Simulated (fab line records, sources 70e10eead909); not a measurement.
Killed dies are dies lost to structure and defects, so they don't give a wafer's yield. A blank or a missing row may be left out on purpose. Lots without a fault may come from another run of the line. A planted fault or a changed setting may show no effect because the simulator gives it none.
Chamber matching | flow nand_harc | NHARC_P_BONDPAD_STRIP_15 on rie_diel-02: 4 sister chambers
The step strips in O2. 16 wafers are shown with their chamber, then 8 later ones without.

WAFERS WITH THEIR CHAMBER
wafer  | chamber | showerhead_plenum_p_Torr (Torr) | rf_vpp_V (V) | throttle_valve_pct (%)
L086.1 | 1       | 3.70                            | 59.5         | 17.031
L086.2 | 3       | 3.77                            | 57.8         | 17.027
L086.3 | 2       | 3.37                            | 57.9         | 17.051
L086.4 | 0       | 3.29                            | 58.5         | 17.030
L086.5 | 3       | 3.77                            | 57.6         | 17.029
L086.6 | 2       | 3.37                            | 56.2         | 17.037
L090.1 | 2       | 3.37                            | 58.0         | 17.033
L090.2 | 0       | 3.29                            | 56.3         | 17.048
L090.3 | 1       | 3.70                            | 57.5         | 17.037
L090.4 | 3       | 3.77                            | 58.0         | 17.048
L090.5 | 1       | 3.70                            | 59.1         | 17.041
L090.6 | 2       | 3.37                            | 56.8         | 17.040
L092.1 | 0       | 3.29                            | 56.3         | 17.050
L092.2 | 1       | 3.70                            | 57.7         | 17.034
L092.3 | 3       | 3.77                            | 58.8         | 17.029
L092.4 | 2       | 3.36                            | 58.6         | 17.038

SIGNATURES (means of the wafers above)
reading                  | chamber 0 | chamber 1 | chamber 2 | chamber 3 | scatter within a chamber
showerhead_plenum_p_Torr | 3.2900    | 3.7000    | 3.3680    | 3.7700    | 0.00258
rf_vpp_V                 | 57.033    | 58.450    | 57.500    | 58.050    | 0.951
throttle_valve_pct       | 17.04267  | 17.03575  | 17.03980  | 17.03325  | 0.00803
Rule: a wafer's distance from a chamber is the root of the sum, over the readings, of the square of ((its reading less the chamber's mean) divided by the reading's scatter). The wafer belongs to the nearest chamber; if the next one is less than 2 further off, it can't be placed. The scatter: the root of (the sum of the squares of (reading less its chamber's mean) over the shown wafers, divided by (wafers less chambers)).

WAFERS WITHOUT THEIR CHAMBER
wafer  | showerhead_plenum_p_Torr (Torr) | rf_vpp_V (V) | throttle_valve_pct (%)
L092.5 | 3.77                            | 59.4         | 17.040
L092.6 | 3.29                            | 58.1         | 17.017
L094.1 | 3.70                            | 58.4         | 17.027
L094.2 | 3.36                            | 57.0         | 17.045
L094.3 | 3.29                            | 57.8         | 17.032
L094.4 | 3.77                            | 57.7         | 17.030
L094.5 | 3.29                            | 57.1         | 17.018
L094.6 | 3.70                            | 58.8         | 17.044

WHICH CHAMBER EACH WENT THROUGH
wafer  | from the rows above | in truth
L092.5 | 3                   | 3
L092.6 | 0                   | 0
L094.1 | 1                   | 1
L094.2 | 2                   | 2
L094.3 | 0                   | 0
L094.4 | 3                   | 3
L094.5 | 0                   | 0
L094.6 | 1                   | 1
Placed correctly: 8 of 8. Can't be placed from these rows: 0. Placed wrongly: 0.
